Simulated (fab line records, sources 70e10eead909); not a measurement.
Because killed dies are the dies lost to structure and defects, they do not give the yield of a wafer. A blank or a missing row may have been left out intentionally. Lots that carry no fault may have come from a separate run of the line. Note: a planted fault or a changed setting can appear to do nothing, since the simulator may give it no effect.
fab line records	flow nand_harc
record: lots: 24	wafers: 72	last_day: 34
route steps=1302 shown A_CONTACT@1089 A_BLC@1119 A_M0@1158 A_BONDPAD@1221
lots untouched by any fault: they come from a run of this same line in which no faults occurred
start_h: hours from the record's first day to the start of the lot's first wafer shown	wait_h: hours elapsed since this lot's preceding step	" unchanged from the row above	L1.1+2: one row covering several wafers at once	- no value, or no start given	* or withheld: withheld	< > ~ a bound
route shown NAME@n: names a module that has steps shown in the file, with the first one's number in the route	usual: mean/standard deviation taken from wafers without a fault	same: alike in all rows	chamber/n: place in a boat	sites: readings site by site	_std_site: standard deviation across them	_edge_site: the outer-site mean with the inner-site mean subtracted	radius_mm: for every site, how far away it sits from the centre of the wafer	mask NAME#n: copy n	behind: the most recent tool/chamber to have shaped the wafer	hold: why the lot was held/for how many hours/how that ended	device: the n, p or np transistor that did not switch	end of line: the same wafers' tests at the end of the route	for a step that has no rows: nothing shown but its recipe	killed: the dies lost at the first sort to structure and to defects; this is not the yield of the wafer	map: shows each die of a wafer: x if killed, . if not, _ if none is there
set.NAME: the setting that was run; set.NAME@STEP: the one run at that earlier step	model.NAME: the simulator's own value behind a step, which no gauge read
the route's steps for a sample of lots (tables are steps, rows are wafers)
services: when a tool's chamber went out of use (start_h, in hours from the record's first day, below 0 if earlier), for how many hours, and the reason
== steps ==
step: NHARC_A_CONTACT_ETCH_137
recipe: source_w: withheld	pressure_mtorr: 20	bias_v: 1200	time_s: 311	target_depth_a: 19120	ar_flow_sccm: withheld	c4f8_flow_sccm: withheld	o2_flow_sccm: withheld	chemistry: C4F8/O2/Ar
lot.wafer	tool	chamber	start_h	wait_h	rf_hours_counter_h
L074.4	har_cap_etch-02	1	511.25	0.2	-
L074.5	"	0	"	"	-
L074.6	"	1	"	"	-
L076.2	har_cap_etch-02	0	523.26	0.2	90
L076.1	"	1	"	"	90
L076.5	"	0	"	"	-
L075.1	har_cap_etch-02	1	525.92	0.2	91
L075.5	"	0	"	"	-
L075.6	"	1	"	"	-
L078.1	har_cap_etch-02	0	535.56	0.2	92
L078.3	"	1	"	"	-
L078.6	"	0	"	"	-
L077.1	har_cap_etch-02	1	542.69	0.2	94
L077.4	"	1	"	"	-
L077.6	"	1	"	"	-
L079.1	har_cap_etch-01	0	544.37	0.2	9
L079.3	"	0	"	"	-
L079.5	"	0	"	"	-
L081.1	har_cap_etch-03	1	557.21	0.2	58
L081.3	"	1	"	"	-
L081.5	"	0	"	"	-
L080.2	har_cap_etch-02	1	562.90	0.2	97
L080.3	"	1	"	"	-
L080.6	"	1	"	"	-
L083.2	har_cap_etch-03	1	585.81	0.2	62
L083.1	"	0	"	"	62
L083.4	"	0	"	"	-
L082.2	har_cap_etch-03	0	591.68	0.3	63
L082.4	"	0	"	"	-
L082.5	"	0	"	"	-
L084.2	har_cap_etch-02	0	608.45	0.2	104
L084.6	"	1	"	"	-
L084.5	"	0	"	"	-
L085.3	har_cap_etch-03	1	608.45	0.3	-
L085.5	"	1	"	"	-
L085.6	"	0	"	"	-
L087.1	har_cap_etch-03	0	638.46	0.3	68
L087.6	"	0	"	"	-
L087.5	"	1	"	"	-
L086.2	har_cap_etch-01	1	638.47	0.2	24
L086.5	"	0	"	"	-
L086.6	"	1	"	"	-
L088.3	har_cap_etch-01	0	656.39	0.2	-
L088.6	"	0	"	"	-
L088.5	"	1	"	"	-
L091.1	har_cap_etch-03	0	660.07	0.2	73
L091.3	"	0	"	"	-
L091.5	"	1	"	"	-
L090.1	har_cap_etch-01	1	661.76	0.2	31
L090.2	"	0	"	"	31
L090.6	"	1	"	"	-
L089.1	har_cap_etch-03	1	665.41	0.2	74
L089.3	"	0	"	"	-
L089.5	"	1	"	"	-
L092.2	har_cap_etch-03	1	682.82	0.2	76
L092.4	"	0	"	"	-
L092.3	"	1	"	"	-
L093.2	har_cap_etch-02	0	708.94	0.2	122
L093.5	"	0	"	"	-
L093.6	"	1	"	"	-
L095.1	har_cap_etch-01	0	709.00	0.2	38
L095.3	"	0	"	"	-
L095.6	"	0	"	"	-
L094.2	har_cap_etch-02	0	714.13	0.2	123
L094.4	"	0	"	"	-
L094.5	"	1	"	"	-
L096.1	har_cap_etch-03	1	726.83	0.2	84
L096.2	"	0	"	"	84
L096.3	"	0	"	"	-
L097.1	har_cap_etch-01	1	766.56	0.2	45
L097.2	"	0	"	"	45
L097.3	"	0	"	"	-
step: NHARC_A_CONTACT_CMP_20
recipe: t_overpolish_s: 30	target_thk_nm: 300
usual: edge_zone_pressure_frac: 1.000/0.0048	motor_current_A: 12.3/1	overpolish_run_s: 30.000/0.0088	time_to_endpoint_s: 59.8/2.7
lot.wafer	tool	chamber	start_h	wait_h	edge_zone_pressure_frac	motor_current_A	overpolish_run_s	time_to_endpoint_s
L074.4	cmp-02	0	514.49	0.5	1.013	12.3	30.016	57.1
L074.5	"	0	"	"	0.997	12.9	29.998	55.7
L074.6	"	1	"	"	1.004	11.9	29.996	60.7
L076.1	cmp-02	1	526.68	0.7	1.001	12.4	30.006	61.2
L076.2	"	2	"	"	1.003	11.6	29.993	61.4
L076.5	"	0	"	"	0.997	12.7	30.005	59.4
L075.1	cmp-04	3	529.22	0.6	0.995	11.0	29.991	61.6
L075.5	"	3	"	"	0.996	10.9	30.004	60.1
L075.6	"	0	"	"	1.001	10.9	29.995	61.2
L078.3	cmp-02	2	538.87	0.4	0.999	11.2	30.002	58.8
L078.1	"	3	"	"	0.997	14.1	30.008	58.5
L078.6	"	2	"	"	0.999	11.8	29.992	57.9
L077.4	cmp-01	3	546.07	0.4	1.002	12.2	30.019	59.2
L077.1	"	0	"	"	0.997	12.0	29.994	62.8
L077.6	"	0	"	"	1.003	12.5	30.002	63.4
L079.1	cmp-04	1	547.71	0.8	1.001	11.3	29.990	60.3
L079.3	"	2	"	"	0.998	13.0	29.986	61.3
L079.5	"	1	"	"	1.001	11.2	30.004	61.7
L081.1	cmp-02	3	560.58	0.8	1.000	14.3	29.986	58.1
L081.3	"	1	"	"	1.006	12.6	30.003	55.5
L081.5	"	3	"	"	1.005	14.3	29.987	59.8
L080.3	cmp-02	0	566.22	0.4	1.005	12.7	30.008	58.4
L080.2	"	1	"	"	0.996	13.0	30.008	57.4
L080.6	"	1	"	"	0.990	12.8	30.006	61.2
L083.1	cmp-02	1	589.25	0.8	0.996	12.2	30.002	60.9
L083.2	"	2	"	"	0.997	11.5	29.997	59.6
L083.4	"	3	"	"	0.992	14.6	30.004	61.2
L082.2	cmp-01	3	595.37	0.8	1.000	11.8	30.002	57.5
L082.4	"	1	"	"	1.001	11.8	30.012	58.0
L082.5	"	0	"	"	0.993	12.2	30.006	61.8
L084.2	cmp-02	1	611.88	0.7	1.001	12.1	29.993	54.2
L084.5	"	3	"	"	0.993	14.2	29.999	61.4
L084.6	"	0	"	"	0.998	12.1	30.014	54.4
L085.3	cmp-02	1	612.87	0.9	0.994	12.7	30.013	58.6
L085.5	"	0	"	"	1.000	12.7	30.003	54.5
L085.6	"	1	"	"	0.994	11.4	30.015	57.1
L086.2	cmp-01	0	641.83	0.6	1.002	13.1	29.988	63.2
L086.5	"	0	"	"	0.996	12.3	30.005	63.7
L086.6	"	1	"	"	1.000	11.8	29.987	63.1
L087.1	cmp-02	3	642.62	0.7	0.999	14.7	29.987	58.8
L087.5	"	1	"	"	0.998	12.3	29.997	56.7
L087.6	"	2	"	"	1.002	12.1	29.995	56.0
L088.3	cmp-02	3	659.64	0.4	1.008	14.6	29.996	65.8
L088.6	"	3	"	"	0.995	14.3	30.002	63.5
L088.5	"	0	"	"	1.006	13.2	29.991	61.7
L091.1	cmp-04	1	663.41	0.8	0.997	11.9	30.004	62.2
L091.3	"	0	"	"	0.991	10.8	30.008	61.5
L091.5	"	1	"	"	1.002	11.0	30.011	63.4
L090.2	cmp-02	2	665.13	0.7	0.995	12.2	29.999	59.3
L090.1	"	3	"	"	1.002	13.4	29.997	60.4
L090.6	"	2	"	"	1.000	11.1	29.992	59.9
L089.3	cmp-02	0	671.58	0.5	1.009	13.3	29.996	57.8
L089.1	"	3	"	"	1.001	14.1	29.994	61.6
L089.5	"	1	"	"	0.999	12.4	30.006	59.1
L092.2	cmp-04	0	686.18	0.7	1.004	11.1	29.998	62.0
L092.4	"	1	"	"	1.003	11.5	30.005	60.2
L092.3	"	2	"	"	0.992	12.5	29.989	58.7
L095.1	cmp-01	2	712.32	0.6	1.005	10.6	30.003	58.4
L095.3	"	3	"	"	0.992	11.4	29.997	58.2
L095.6	"	2	"	"	1.001	10.5	30.006	60.3
L093.2	cmp-02	3	712.33	0.8	1.007	14.2	29.994	64.8
L093.6	"	3	"	"	1.005	13.8	30.005	63.5
L093.5	"	0	"	"	1.009	12.8	30.012	59.2
L094.4	cmp-01	1	717.49	0.5	1.013	11.8	30.005	58.8
L094.2	"	3	"	"	1.011	11.8	30.001	59.6
L094.5	"	1	"	"	1.007	11.4	29.997	59.6
L096.2	cmp-01	0	730.20	0.8	0.993	12.4	30.005	62.5
L096.1	"	1	"	"	1.006	12.2	30.012	63.1
L096.3	"	2	"	"	1.000	10.9	30.015	57.7
L097.3	cmp-04	0	770.36	0.5	0.998	11.0	30.011	65.3
L097.1	"	2	"	"	1.002	12.9	30.008	63.5
L097.2	"	3	"	"	1.009	10.5	30.003	62.9
step: NHARC_A_BLC_INSPECT_12
usual: raw_defect_count: 91/36
lot.wafer	tool	chamber	start_h	wait_h	raw_defect_count
L074.4	defect_inspect-01	-	515.40	0.0	162
L074.5	"	-	"	"	151
L074.6	"	-	"	"	148
L076.1	defect_inspect-01	-	527.56	0.0	116
L076.2	"	-	"	"	124
L076.5	"	-	"	"	121
L075.1	defect_inspect-01	-	530.13	0.0	95
L075.5	"	-	"	"	95
L075.6	"	-	"	"	94
L078.1	defect_inspect-02	-	539.78	0.0	117
L078.3	"	-	"	"	113
L078.6	"	-	"	"	136
L077.1	defect_inspect-02	-	546.98	0.0	24
L077.4	"	-	"	"	17
L077.6	"	-	"	"	25
L079.1	defect_inspect-01	-	548.60	0.0	104
L079.3	"	-	"	"	114
L079.5	"	-	"	"	102
L081.1	defect_inspect-01	-	561.48	0.0	87
L081.3	"	-	"	"	81
L081.5	"	-	"	"	82
L080.2	defect_inspect-02	-	567.26	0.0	68
L080.3	"	-	"	"	73
L080.6	"	-	"	"	67
L083.1	defect_inspect-01	-	590.13	0.0	83
L083.2	"	-	"	"	90
L083.4	"	-	"	"	74
L082.2	defect_inspect-01	-	600.27	0.0	122
L082.4	"	-	"	"	86
L082.5	"	-	"	"	109
L084.2	defect_inspect-01	-	612.74	0.0	22
L084.5	"	-	"	"	14
L084.6	"	-	"	"	18
L085.3	defect_inspect-02	-	613.88	0.0	149
L085.5	"	-	"	"	134
L085.6	"	-	"	"	130
L086.2	defect_inspect-02	-	642.87	0.0	80
L086.5	"	-	"	"	81
L086.6	"	-	"	"	63
L087.1	defect_inspect-01	-	643.62	0.0	47
L087.5	"	-	"	"	37
L087.6	"	-	"	"	45
L088.3	defect_inspect-01	-	660.68	0.0	102
L088.5	"	-	"	"	110
L088.6	"	-	"	"	109
L091.1	defect_inspect-02	-	664.44	0.0	33
L091.3	"	-	"	"	33
L091.5	"	-	"	"	31
L090.1	defect_inspect-01	-	666.14	0.0	131
L090.2	"	-	"	"	149
L090.6	"	-	"	"	146
L089.1	defect_inspect-02	-	672.49	0.0	77
L089.3	"	-	"	"	89
L089.5	"	-	"	"	77
L092.2	defect_inspect-02	-	687.08	0.0	94
L092.3	"	-	"	"	136
L092.4	"	-	"	"	124
L095.1	defect_inspect-02	-	713.24	0.0	95
L095.3	"	-	"	"	89
L095.6	"	-	"	"	92
L093.2	defect_inspect-01	-	713.39	0.0	76
L093.5	"	-	"	"	87
L093.6	"	-	"	"	81
L094.2	defect_inspect-01	-	718.51	0.0	122
L094.4	"	-	"	"	140
L094.5	"	-	"	"	114
L096.1	defect_inspect-02	-	731.21	0.0	103
L096.2	"	-	"	"	90
L096.3	"	-	"	"	108
L097.1	defect_inspect-02	-	771.27	0.0	105
L097.2	"	-	"	"	87
L097.3	"	-	"	"	91
step: NHARC_A_BLC_DESCUM_15
recipe: time_s: 3	o2_flow_sccm: 200	ar_flow_sccm: 0	bias_power_w: 0	chemistry: O2
usual: drypump_motor_current_A: 5.6/0.55	oes_product_au: 1.000/0.011	rf_vpp_V: 57.7/0.9	showerhead_plenum_p_Torr: 1.89/0.098	throttle_valve_pct: 11.310/0.009
lot.wafer	tool	chamber	start_h	wait_h	drypump_motor_current_A	oes_product_au	rf_hours_counter_h	rf_vpp_V	showerhead_plenum_p_Torr	throttle_valve_pct
L074.4	rie_diel-13	1	515.48	0.1	6.5	1.004	13	57.3	1.81	11.323
L074.5	"	2	"	"	5.2	1.006	-	57.1	1.92	11.300
L074.6	"	3	"	"	5.4	0.994	-	58.3	1.97	11.308
L076.1	rie_diel-09	3	527.63	0.1	5.0	1.000	2	57.6	1.78	11.309
L076.2	"	1	"	"	4.7	1.022	2	55.7	1.78	11.309
L076.5	"	2	"	"	6.3	1.012	-	57.9	2.00	11.308
L075.1	rie_diel-13	0	530.33	0.2	5.8	1.021	0	56.5	1.79	11.329
L075.5	"	0	"	"	5.8	1.008	-	56.2	1.79	11.309
L075.6	"	1	"	"	6.5	1.017	-	58.9	1.80	11.290
L078.3	rie_diel-09	3	539.84	0.1	5.0	0.990	3	57.8	1.78	11.290
L078.1	"	2	"	"	6.3	1.007	3	57.8	2.00	11.311
L078.6	"	3	"	"	5.0	0.989	-	57.9	1.78	11.315
L077.1	rie_diel-09	2	547.04	0.1	6.3	1.018	4	57.1	2.00	11.307
L077.4	"	1	"	"	4.7	1.005	3	58.8	1.78	11.318
L077.6	"	3	"	"	5.0	0.990	-	58.8	1.78	11.316
L079.3	rie_diel-09	1	548.67	0.1	4.7	1.014	3	57.4	1.78	11.307
L079.1	"	3	"	"	5.0	0.994	4	59.0	1.78	11.296
L079.5	"	0	"	"	5.7	1.000	-	57.7	2.00	11.310
L081.1	rie_diel-09	1	561.55	0.1	4.7	1.012	4	57.9	1.78	11.297
L081.3	"	0	"	"	5.7	1.002	4	57.7	2.00	11.295
L081.5	"	2	"	"	6.3	1.002	-	59.2	2.00	11.296
L080.3	rie_diel-13	0	567.34	0.1	5.8	1.009	3	57.3	1.79	11.306
L080.2	"	1	"	"	6.5	1.003	3	57.8	1.80	11.312
L080.6	"	2	"	"	5.3	0.980	-	58.2	1.92	11.305
L083.4	rie_diel-10	1	590.20	0.1	5.6	1.011	53	59.7	2.06	11.317
L083.2	"	2	"	"	5.2	1.005	55	59.3	1.90	11.314
L083.1	"	3	"	"	6.0	0.999	50	57.0	1.90	11.309
L082.2	rie_diel-13	3	600.34	0.1	5.4	0.990	7	59.2	1.97	11.321
L082.4	"	0	"	"	5.8	1.002	6	58.3	1.79	11.318
L082.5	"	0	"	"	5.8	0.998	-	56.7	1.79	11.318
L084.2	rie_diel-09	3	612.82	0.1	5.0	0.997	8	57.3	1.78	11.317
L084.5	"	1	"	"	4.7	0.993	-	57.0	1.78	11.299
L084.6	"	2	"	"	6.3	1.005	-	57.3	2.00	11.320
L085.3	rie_diel-10	1	613.94	0.1	5.5	0.986	1	58.0	2.06	11.301
L085.5	"	1	"	"	5.6	0.997	-	59.5	2.06	11.298
L085.6	"	2	"	"	5.1	1.001	-	57.6	1.90	11.319
L086.2	rie_diel-09	0	642.93	0.1	5.7	0.999	8	57.6	2.00	11.308
L086.5	"	3	"	"	5.0	0.992	-	58.0	1.78	11.315
L086.6	"	0	"	"	5.7	0.992	-	58.0	2.00	11.320
L087.1	rie_diel-13	1	643.71	0.1	6.5	1.023	9	57.8	1.80	11.306
L087.5	"	2	"	"	5.3	0.992	-	57.9	1.92	11.299
L087.6	"	3	"	"	5.4	0.995	-	57.2	1.96	11.315
L088.3	rie_diel-10	2	660.75	0.1	5.2	1.000	14	57.7	1.90	11.327
L088.5	"	0	"	"	5.8	0.985	-	56.9	1.87	11.300
L088.6	"	1	"	"	5.6	0.984	-	58.3	2.05	11.307
L091.3	rie_diel-09	3	664.51	0.1	5.0	0.993	11	58.3	1.78	11.305
L091.1	"	1	"	"	4.7	1.009	10	57.2	1.78	11.309
L091.5	"	3	"	"	5.0	1.000	-	55.8	1.78	11.326
L090.2	rie_diel-13	2	666.21	0.1	5.3	0.989	12	57.0	1.92	11.305
L090.1	"	3	"	"	5.4	0.999	11	58.1	1.96	11.318
L090.6	"	1	"	"	6.5	1.023	-	57.3	1.80	11.304
L089.1	rie_diel-09	1	672.55	0.1	4.7	1.003	10	57.5	1.77	11.321
L089.3	"	3	"	"	5.0	1.000	11	56.7	1.78	11.301
L089.5	"	1	"	"	4.7	1.002	-	56.0	1.78	11.300
L092.2	rie_diel-13	1	687.14	0.1	6.5	1.031	13	56.2	1.80	11.316
L092.3	"	2	"	"	5.3	0.994	14	58.2	1.92	11.300
L092.4	"	0	"	"	5.8	1.001	13	57.3	1.79	11.304
L095.1	rie_diel-09	0	713.31	0.1	5.7	0.989	2	56.2	2.00	11.302
L095.3	"	1	"	"	4.7	0.995	2	56.3	1.77	11.317
L095.6	"	2	"	"	6.3	1.002	-	56.1	2.00	11.308
L093.2	rie_diel-13	1	713.47	0.1	6.5	1.009	1	57.8	1.80	11.319
L093.5	"	3	"	"	5.4	1.011	-	57.7	1.96	11.295
L093.6	"	0	"	"	5.8	1.010	-	56.8	1.79	11.314
L094.2	rie_diel-09	2	718.57	0.1	6.3	1.000	3	58.2	2.00	11.307
L094.4	"	1	"	"	4.7	1.005	2	57.2	1.77	11.311
L094.5	"	3	"	"	5.0	0.983	-	58.8	1.78	11.316
L096.2	rie_diel-09	3	731.27	0.1	5.0	0.984	4	56.7	1.78	11.318
L096.3	"	1	"	"	4.7	0.996	3	56.4	1.77	11.315
L096.1	"	2	"	"	6.3	0.997	4	58.3	2.00	11.317
L097.2	rie_diel-13	3	771.33	0.1	5.4	1.015	6	57.9	1.96	11.316
L097.1	"	0	"	"	5.8	1.003	5	58.4	1.79	11.309
L097.3	"	2	"	"	5.3	0.992	5	57.2	1.92	11.319
step: NHARC_A_M0_PVD_20
recipe: target_thk_a: 50	bias_v: 168.6	power_w: 15000	chamber_pressure_pa: 0.12	time_s: 8.06	substrate_temp_c: 50	material: TaN
usual: throttle_valve_pct: 29.8/1.3
lot.wafer	tool	chamber	start_h	wait_h	throttle_valve_pct
L074.4	pvd_sputter-02	-	-	-	30.3
L074.6	"	-	"	"	28.0
L074.5	"	-	"	"	30.6
L076.1	pvd_sputter-03	-	-	-	30.5
L076.2	"	-	"	"	29.4
L076.5	"	-	"	"	28.9
L075.1	pvd_sputter-03	-	-	-	30.2
L075.6	"	-	"	"	30.2
L075.5	"	-	"	"	28.8
L078.1	pvd_sputter-02	-	-	-	31.2
L078.3	"	-	"	"	28.0
L078.6	"	-	"	"	27.9
L077.4	pvd_sputter-03	-	-	-	30.1
L077.1	"	-	"	"	30.1
L077.6	"	-	"	"	27.3
L079.1	pvd_sputter-02	-	-	-	30.4
L079.3	"	-	"	"	31.0
L079.5	"	-	"	"	30.5
L081.3	pvd_sputter-01	-	-	-	29.9
L081.1	"	-	"	"	31.6
L081.5	"	-	"	"	29.1
L080.2	pvd_sputter-03	-	-	-	30.7
L080.3	"	-	"	"	29.8
L080.6	"	-	"	"	26.9
L083.4	pvd_sputter-02	-	-	-	31.2
L083.2	"	-	"	"	28.1
L083.1	"	-	"	"	30.7
L082.2	pvd_sputter-03	-	-	-	30.0
L082.4	"	-	"	"	30.5
L082.5	"	-	"	"	30.1
L084.2	pvd_sputter-01	-	-	-	29.2
L084.6	"	-	"	"	29.1
L084.5	"	-	"	"	32.1
L085.3	pvd_sputter-02	-	-	-	27.9
L085.6	"	-	"	"	31.2
L085.5	"	-	"	"	31.0
L086.2	pvd_sputter-03	-	-	-	30.6
L086.6	"	-	"	"	30.6
L086.5	"	-	"	"	30.0
L087.1	pvd_sputter-01	-	-	-	29.4
L087.5	"	-	"	"	29.5
L087.6	"	-	"	"	29.8
L088.3	pvd_sputter-02	-	-	-	27.6
L088.5	"	-	"	"	29.3
L088.6	"	-	"	"	31.2
L091.3	pvd_sputter-03	-	-	-	29.8
L091.1	"	-	"	"	30.2
L091.5	"	-	"	"	30.7
L090.2	pvd_sputter-02	-	-	-	29.8
L090.1	"	-	"	"	31.3
L090.6	"	-	"	"	29.6
L089.3	pvd_sputter-03	-	-	-	29.8
L089.1	"	-	"	"	26.8
L089.5	"	-	"	"	29.9
L092.4	pvd_sputter-03	-	-	-	30.6
L092.2	"	-	"	"	30.0
L092.3	"	-	"	"	30.1
L095.1	pvd_sputter-01	-	-	-	29.8
L095.3	"	-	"	"	32.2
L095.6	"	-	"	"	29.1
L093.2	pvd_sputter-01	-	-	-	29.3
L093.5	"	-	"	"	29.6
L093.6	"	-	"	"	29.3
L094.2	pvd_sputter-02	-	-	-	29.6
L094.4	"	-	"	"	31.2
L094.5	"	-	"	"	27.8
L096.3	pvd_sputter-02	-	-	-	27.3
L096.1	"	-	"	"	30.1
L096.2	"	-	"	"	31.1
L097.2	pvd_sputter-02	-	-	-	30.2
L097.3	"	-	"	"	27.5
L097.1	"	-	"	"	29.6
step: NHARC_A_BONDPAD_CD_MEAS_13
usual: cd_nm: 499.1/1.9
lot.wafer	tool	chamber	start_h	wait_h	cd_nm
L074.4	cd_sem-03	-	528.36	-	498.2
L074.5	"	-	"	"	498.1
L074.6	"	-	"	"	496.6
L076.1	cd_sem-03	-	540.78	-	497.6
L076.2	"	-	"	"	497.7
L076.5	"	-	"	"	498.1
L075.1	cd_sem-02	-	544.04	-	498.6
L075.5	"	-	"	"	497.5
L075.6	"	-	"	"	500.4
L078.1	cd_sem-03	-	553.32	-	498.8
L078.3	"	-	"	"	497.2
L078.6	"	-	"	"	497.1
L077.1	cd_sem-03	-	560.20	-	501.1
L077.4	"	-	"	"	497.4
L077.6	"	-	"	"	499.4
L079.1	cd_sem-02	-	561.69	-	498.6
L079.3	"	-	"	"	496.9
L079.5	"	-	"	"	499.5
L081.1	cd_sem-03	-	574.96	-	495.5
L081.3	"	-	"	"	497.9
L081.5	"	-	"	"	498.1
L080.2	cd_sem-02	-	580.31	-	499.7
L080.3	"	-	"	"	501.6
L080.6	"	-	"	"	501.3
L083.1	cd_sem-01	-	603.73	-	501.1
L083.2	"	-	"	"	498.6
L083.4	"	-	"	"	500.9
L082.2	cd_sem-03	-	614.49	-	494.9
L082.4	"	-	"	"	497.4
L082.5	"	-	"	"	500.6
L084.2	cd_sem-01	-	626.03	-	499.4
L084.5	"	-	"	"	497.2
L084.6	"	-	"	"	496.1
L085.3	cd_sem-03	-	627.08	-	498.7
L085.5	"	-	"	"	497.5
L085.6	"	-	"	"	497.4
L086.2	cd_sem-03	-	656.39	-	502.2
L086.5	"	-	"	"	500.9
L086.6	"	-	"	"	500.2
L087.1	cd_sem-02	-	657.07	-	499.2
L087.5	"	-	"	"	498.0
L087.6	"	-	"	"	496.9
L088.3	cd_sem-03	-	673.45	-	500.6
L088.5	"	-	"	"	502.9
L088.6	"	-	"	"	500.0
L091.1	cd_sem-02	-	677.80	-	497.5
L091.3	"	-	"	"	499.4
L091.5	"	-	"	"	498.1
L090.1	cd_sem-01	-	679.18	-	501.0
L090.2	"	-	"	"	500.6
L090.6	"	-	"	"	500.7
L089.1	cd_sem-01	-	685.84	-	499.9
L089.3	"	-	"	"	498.4
L089.5	"	-	"	"	497.9
L092.2	cd_sem-02	-	700.02	-	500.6
L092.3	"	-	"	"	498.0
L092.4	"	-	"	"	498.2
L095.1	cd_sem-01	-	726.47	-	498.3
L095.3	"	-	"	"	497.5
L095.6	"	-	"	"	502.6
L093.2	cd_sem-02	-	726.85	-	498.8
L093.5	"	-	"	"	502.4
L093.6	"	-	"	"	501.7
L094.2	cd_sem-02	-	731.77	-	500.1
L094.4	"	-	"	"	499.5
L094.5	"	-	"	"	500.6
L096.1	cd_sem-02	-	744.59	-	498.2
L096.2	"	-	"	"	500.1
L096.3	"	-	"	"	501.2
L097.1	cd_sem-03	-	784.45	-	501.0
L097.2	"	-	"	"	497.0
L097.3	"	-	"	"	498.0
== services ==
tool	chamber	start_h	hours	kind
rie_diel-09	1	487.62	9.8	repair
pvd_sputter-02	-	494.27	3.0	repair
rie_diel-09	-	497.10	9.0	pm
rie_diel-13	-	519.21	9.0	pm
pvd_sputter-02	-	524.96	4.8	repair
pvd_sputter-03	-	539.25	10.0	pm
rie_diel-09	-	543.61	0.3	repair
pvd_sputter-02	-	569.64	9.8	repair
cmp-02	-	579.77	4.0	pm
rie_diel-09	2	580.55	15.0	repair
rie_diel-09	0	632.13	6.3	repair
rie_diel-09	2	634.15	4.1	repair
pvd_sputter-02	-	638.00	10.0	pm
rie_diel-13	3	653.03	5.3	repair
pvd_sputter-03	-	664.65	2.6	repair
rie_diel-09	-	674.10	9.0	pm
cmp-02	-	674.45	3.0	repair
cmp-02	-	677.77	4.0	pm
pvd_sputter-03	-	689.49	1.0	repair
cmp-02	-	715.87	1.5	repair
pvd_sputter-02	-	716.29	4.6	repair
rie_diel-09	-	717.68	0.3	repair
cmp-02	-	757.23	3.6	repair
cmp-02	-	775.77	4.0	pm
== key ==
fault none
